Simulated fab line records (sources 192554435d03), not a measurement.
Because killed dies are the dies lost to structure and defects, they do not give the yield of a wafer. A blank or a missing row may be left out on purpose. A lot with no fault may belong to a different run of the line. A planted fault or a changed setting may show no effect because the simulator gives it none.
Struck lot and sound lot, side by side    flow n5Finfet    22 out of 1938 route steps
Sound: the wafers L642.2, L642.4, L642.6. Struck: wafers L644.1, L644.5 (left out: L644.6, a lot-mate that was not struck); the cause follows at the end.
For every step that has rows: the tool of each side, followed by ch and its chambers, followed by its first start. Under that, the readings that differ: sound wafers    struck wafers    difference of the means    sigmas: that difference in standard deviations of wafers without a fault.
alike: a reading whose means differ by less than 2 such deviations, as well as words and numbers matching on both sides. not compared: withheld readings; readings where some wafer has no value; bounds like >300 that might hide an equal value; numbers whose values overlap and for which the record gives no deviation.
Wherever a step has rows on one side only, a row that says differs or no value, or a row with sigmas, the two part there. Non-overlapping numbers with no deviation appear without sigmas and do not part them. Lack of a reading on every wafer of one side parts them only where that side has two or more wafers.

first, 3 steps without rows for these wafers: N5_PMOS_HMC_CHANNEL_EPI_EXPOSE_06 (exposes mask PMOS HMC BLK, target cd 240 nm); N5_PMOS_HMC_CHANNEL_EPI_PEB_07 (peb time 60 s); N5_PMOS_HMC_CHANNEL_EPI_DEVELOP_08 (develop time 30 s).
N5_PMOS_HMC_CHANNEL_EPI_CD_MEAS_09: target cd 237.4 nm.
  sound on cdSem-03 ch 0, day 4 17:36; struck on cdSem-01 ch 0, day 5 05:15
reading    sound              struck       difference  sigmas
cdNm (nm)  236.2 235.8 235.8  237.7 238.2  +2.0        +2
N5_PMOS_HMC_CHANNEL_EPI_OVL_MEAS_10:
  sound on overlay-02 ch 0, day 4 17:38; struck on overlay-02 ch 0, day 5 05:17
reading                sound           struck   difference  sigmas
PMOS_HMC_BLK_OVL (nm)  -1.4 -1.9 -1.2  1.1 0.4  +2.2        +3
N5_PMOS_HMC_CHANNEL_EPI_INSPECT_11: inspects for defects (macro).
  struck on defectInspect-02, day 5 05:19; sound on defectInspect-02, day 4 17:40
  alike: rawDefectCount
N5_PMOS_HMC_CHANNEL_EPI_DESCUM_14: chemistry O2, time 7.9 s.
  sound on rieDiel-05 ch 1,2,3, day 4 17:41; struck on rieDiel-03 ch 2,3, day 5 05:26
  alike: drypumpMotorCurrentA, oesProductAu, rfVppV, showerheadPlenumPTorr, throttleValvePct
  not compared: rfHoursCounterH
N5_PMOS_HMC_CHANNEL_EPI_ETCH_32: etches BARC in N2/H2, stops on SiO2, target depth 85.8 nm, time 50.3 s.
  sound on rieDiel-05 ch 1,2,3, day 4 17:44; struck on rieDiel-03 ch 2,3, day 5 05:28
  alike: drypumpMotorCurrentA, oesProductAu, rfVppV, showerheadPlenumPTorr, throttleValvePct
  not compared: rfHoursCounterH
then, 1 step without rows for these wafers: N5_PMOS_HMC_CHANNEL_EPI_HM_OPEN_15 (chemistry CHF3/O2, target SiO2, target depth 40.6 nm, time 20.3 s).
N5_PMOS_HMC_CHANNEL_EPI_STRIP_33: strips in N2/H2.
  sound on rieDiel-05 ch 1,2,3, day 4 17:49; struck on rieDiel-03 ch 2,3, day 5 05:34
  alike: drypumpMotorCurrentA, oesProductAu, rfVppV, showerheadPlenumPTorr, throttleValvePct
  not compared: rfHoursCounterH
then, 1 step without rows for these wafers: N5_PMOS_HMC_CHANNEL_EPI_STRIP_17 (strips in SPM, time 750 s).
N5_PMOS_HMC_CHANNEL_EPI_ETCH_38: etches SiO2 in CF4, target depth 1.5 nm.
  sound on rieSi-06 ch 1,2,3, day 4 18:08; struck on rieSi-02 ch 0,1, day 5 05:52
  alike: drypumpMotorCurrentA, oesProductAu, throttleValvePct
  not compared: rfHoursCounterH
N5_PMOS_HMC_CHANNEL_EPI_FIN_RECESS_16: chemistry HBr/Cl2, target Si, target depth 54 nm, time 18 s.
  sound on rieSi-06 ch 1,2,3, day 4 18:09; struck on rieSi-02 ch 0,1, day 5 05:53
reading                                                  sound              struck       difference  sigmas
model.etch.depthNm (nm)                                  55.07 54.92 52.6   69.28 69.97  +15.43      
model.PMOS_HMC_CHANNEL_EPI.featureDepthNm (nm)           55.07 54.92 52.6   69.28 69.97  +15.43      
model.SiO2_of_PMOS_HMC_CHANNEL_EPI_HM_DEP_34.thkNm (nm)  30.33 30.59 30.76  28.45 29.4   -1.64       
  alike: drypumpMotorCurrentA, oesProductAu, throttleValvePct
  not compared: rfHoursCounterH
then, 1 step without rows for these wafers: N5_PMOS_HMC_CHANNEL_EPI_PRECLEAN_36 (cleans in O3/DIW, time 45 s).
N5_PMOS_HMC_CHANNEL_EPI_PRECLEAN_18: cleans in DHF, time 30 s.
  sound on wetBench-03 ch 1,5,7, day 4 18:16; struck on wetBench-03 ch 2,7, day 5 06:00
reading                                                  sound              struck      difference  sigmas
model.SiO2_of_PMOS_HMC_CHANNEL_EPI_HM_DEP_34.thkNm (nm)  24.68 24.95 25.11  22.82 23.8  -1.60       
then, 4 steps without rows for these wafers: N5_PMOS_HMC_CHANNEL_EPI_SRD_19 (time 30 s); N5_PMOS_HMC_CHANNEL_EPI_EPI_20 (deposits SiGe30, target thk 59 nm); N5_PMOS_HMC_CHANNEL_EPI_HM_STRIP_35 (strips SiO2 in dHF, material SiO2, target depth 39.6 nm, time 216 s); N5_PMOS_HMC_CHANNEL_EPI_SRD_39 (time 30 s).
N5_PMOS_HMC_CHANNEL_EPI_CMP_21: polishes SiGe30, target thk 54 nm.
  sound on cmp-02 ch 0,1,3, day 4 20:08; struck on cmp-01 ch 1,2, day 5 07:28
  alike: motorCurrentA, slurryFilterDpKPa
N5_PMOS_HMC_CHANNEL_EPI_THK_MEAS_22:
  struck on filmMetro-01, day 5 07:41; sound on filmMetro-01, day 4 20:21
reading           sound           struck     difference  sigmas
HMC_CMP_THK (nm)  55.3 55.0 52.7  59.0 59.2  +4.8        +5
then, 1 step without rows for these wafers: N5_PMOS_HMC_CHANNEL_EPI_PRECLEAN_40 (cleans in DHF, time 30 s).

== WHERE THEY PART ==
Last at N5_PMOS_HMC_CHANNEL_EPI_THK_MEAS_22 as far as this record goes, first at N5_PMOS_HMC_CHANNEL_EPI_CD_MEAS_09.

WHY: what the simulator had put in
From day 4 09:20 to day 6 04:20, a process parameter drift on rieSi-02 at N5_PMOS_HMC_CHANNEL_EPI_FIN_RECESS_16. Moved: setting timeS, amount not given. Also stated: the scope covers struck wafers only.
